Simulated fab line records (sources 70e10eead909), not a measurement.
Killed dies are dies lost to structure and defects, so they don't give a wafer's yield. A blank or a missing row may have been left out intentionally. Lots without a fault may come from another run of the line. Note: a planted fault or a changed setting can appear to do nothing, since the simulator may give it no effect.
A struck lot beside a sound one || flow nandHarc || 37 out of 1302 route steps
Sound: these wafers, L128.1, L128.2, L128.6. Wafers L134.1, L134.2, L134.3 were the ones struck. The cause is named last.
For every step that has rows: the tool of each side, followed by ch and its chambers, followed by its first start. Under that, the readings that differ: sound wafers || struck wafers || difference of the means || sigmas: that difference in standard deviations of wafers without a fault.
alike: same words and numbers on both sides, and readings whose means sit less than 2 such deviations apart. not compared: any withheld reading, any reading some wafer has no value for, any bound like >300 that may hide the same value, and any number with overlapping values for which the record gives no deviation.
A row with sigmas, a row that says differs or no value, or rows on one side alone: a step with any of these is where the two part. Numbers that don't overlap but have no deviation are shown without sigmas and don't part them. A reading missing from all wafers of one side parts the sides only when that side holds two or more wafers.

first, 9 steps without rows for these wafers: NHARC_A_CHANNEL_HOLE_D2_DEP_00 (deposits aC, target thk 3100 nm); NHARC_A_CHANNEL_HOLE_D2_DEP_01 (deposits SiON, target thk 140 nm); NHARC_A_CHANNEL_HOLE_D2_DEHYDRATE_02 (time 120 s); NHARC_A_CHANNEL_HOLE_D2_HMDS_03 (time 30 s); NHARC_A_CHANNEL_HOLE_D2_COAT_36 (time 75 s); NHARC_A_CHANNEL_HOLE_D2_COAT_37 (time 65 s); NHARC_A_CHANNEL_HOLE_D2_COAT_04 (resist thk 90 nm); NHARC_A_CHANNEL_HOLE_D2_SOFTBAKE_05 (time 55 s); NHARC_A_CHANNEL_HOLE_D2_EBR_06.
NHARC_A_CHANNEL_HOLE_D2_EXPOSE_07: exposes mask HOLE D2, target cd 100 nm.
  sound on arfiScanner-02 ch 0, day 17 06:10; struck on arfiScanner-02 ch 0, day 19 23:08
  alike: mask
then, 2 steps without rows for these wafers: NHARC_A_CHANNEL_HOLE_D2_PEB_08 (peb time 65 s); NHARC_A_CHANNEL_HOLE_D2_DEVELOP_09 (develop time 35 s).
NHARC_A_CHANNEL_HOLE_D2_CD_MEAS_10 targets a cd of 100 nm.
  sound on cdSem-03 ch 0, day 17 06:18; struck on cdSem-02 ch 0, day 19 23:16
{"reading": "cdNm (nm)", "sound": "99.6 99.6 99.5", "struck": "103.5 104.3 103.5", "difference": "+4.2", "sigmas": "+8"}
NHARC_A_CHANNEL_HOLE_D2_DESCUM_15: chemistry O2, time 3 s.
  sound on rieDiel-10 ch 0,1,3, day 17 06:29; struck on rieDiel-06 ch 1,2,3, day 19 23:28
{"reading": "model.A_CHANNEL_HOLE_D2.cdNm (nm)", "sound": "99.12 98.73 99.97", "struck": "104 104.1 103.6", "difference": "+5", "sigmas": ""}
  alike: drypumpMotorCurrentA, oesProductAu, rfVppV, showerheadPlenumPTorr, throttleValvePct
  not compared: rfHoursCounterH
then, 16 steps without rows for these wafers: NHARC_A_CHANNEL_HOLE_D2_ETCH_38 (etches the open film in CF4, target depth 39 nm, time 65 s); NHARC_A_CHANNEL_HOLE_D2_ETCH_39 (etches the open film in N2/H2, target depth 260 nm, time 325 s); NHARC_A_CHANNEL_HOLE_D2_ETCH_34 (etches the open film in CF4/CHF3, target depth 154 nm, time 77 s); NHARC_A_CHANNEL_HOLE_D2_ETCH_16 (etches the open film in O2/COS, target depth 3100 nm, time 806 s); NHARC_A_CHANNEL_HOLE_D2_ETCH_19 (etches the open film in C4F8/O2/Ar, time 34.5 s); NHARC_A_CHANNEL_HOLE_D2_ETCH_20 (etches the open film in C4F8/O2/Ar, time 361.9 s, target depth 1600 nm); NHARC_A_CHANNEL_HOLE_D2_ETCH_21 (etches the open film in C4F8/O2/Ar, time 514.3 s, target depth 1600 nm); NHARC_A_CHANNEL_HOLE_D2_ETCH_22 (etches the open film in C4F8/O2/Ar, time 666.7 s, target depth 1600 nm); NHARC_A_CHANNEL_HOLE_D2_ETCH_23 (etches the open film in C4F8/O2/Ar, time 819 s, target depth 1600 nm); NHARC_A_CHANNEL_HOLE_D2_ETCH_24 (etches the open film in C4F8/O2/Ar, time 906.2 s, target depth 1500 nm); NHARC_A_CHANNEL_HOLE_D2_ETCH_25 (etches the open film in C4F8/O2/Ar, time 1040.2 s, target depth 1500 nm); NHARC_A_CHANNEL_HOLE_D2_ETCH_26 (etches the open film in C4F8/O2/Ar, time 224.1 s, target depth 300 nm); NHARC_A_CHANNEL_HOLE_D2_ETCH_27 (etches the open film in C4F8/O2/Ar, time 90 s, target depth 400 nm); NHARC_A_CHANNEL_HOLE_D2_STRIP_41 (strips in N2/H2); NHARC_A_CHANNEL_HOLE_D2_STRIP_42 (strips in CF4/CHF3); NHARC_A_CHANNEL_HOLE_D2_STRIP_43 (strips in O2/COS).
NHARC_A_CHANNEL_HOLE_D2_ETCH_44: etches the open film in CF4/O2, target depth 140 nm, overetch 14 nm, time 77 s.
  sound on rieDiel-01 ch 1,2, day 17 16:29; struck on rieDiel-06 ch 0,1,2, day 20 05:23
{"reading": "model.A_CHANNEL_HOLE_D2.cdNm (nm)", "sound": "89.76 90.23 90.3", "struck": "93.19 93.66 93.3", "difference": "+3.29", "sigmas": ""}
  alike: drypumpMotorCurrentA, oesProductAu, rfVppV, showerheadPlenumPTorr, throttleValvePct
  not compared: rfHoursCounterH
then, 3 steps without rows for these wafers: NHARC_A_CHANNEL_HOLE_D2_STRIP_28 (strips in O2); NHARC_A_CHANNEL_HOLE_D2_PRECLEAN_29 (cleans in SC1); NHARC_A_CHANNEL_HOLE_D2_SRD_30.
NHARC_A_CHANNEL_HOLE_D2_CD_MEAS_31:
  sound: cdSem-01 at day 17 17:17; struck: cdSem-03 at day 20 06:18
{"reading": "cdNm (nm)", "sound": "89.9 89.6 90.1", "struck": "93.2 94.2 94.2", "difference": "+4.0", "sigmas": "+3"}
NHARC_A_CHANNEL_HOLE_D2_XSEM_32:
  sound on xsem-01 ch 0, day 17 17:22; struck on xsem-02 ch 0, day 20 06:24
{"reading": "botCdNm (nm)", "sound": "73.5 74.3 74.4", "struck": "76.7 78.3 78.0", "difference": "+3.6", "sigmas": "+3"}
  alike: bowNm, tiltDeg
NHARC_END_SORT_01:
  the record has rows for the sound wafers here (prober-01 ch 0, day 30 00:43) and none for the struck ones

## WHERE THEY PART
First at NHARC_A_CHANNEL_HOLE_D2_CD_MEAS_10; last, within this record, at NHARC_END_SORT_01.

WHY: what had been put in by the simulator
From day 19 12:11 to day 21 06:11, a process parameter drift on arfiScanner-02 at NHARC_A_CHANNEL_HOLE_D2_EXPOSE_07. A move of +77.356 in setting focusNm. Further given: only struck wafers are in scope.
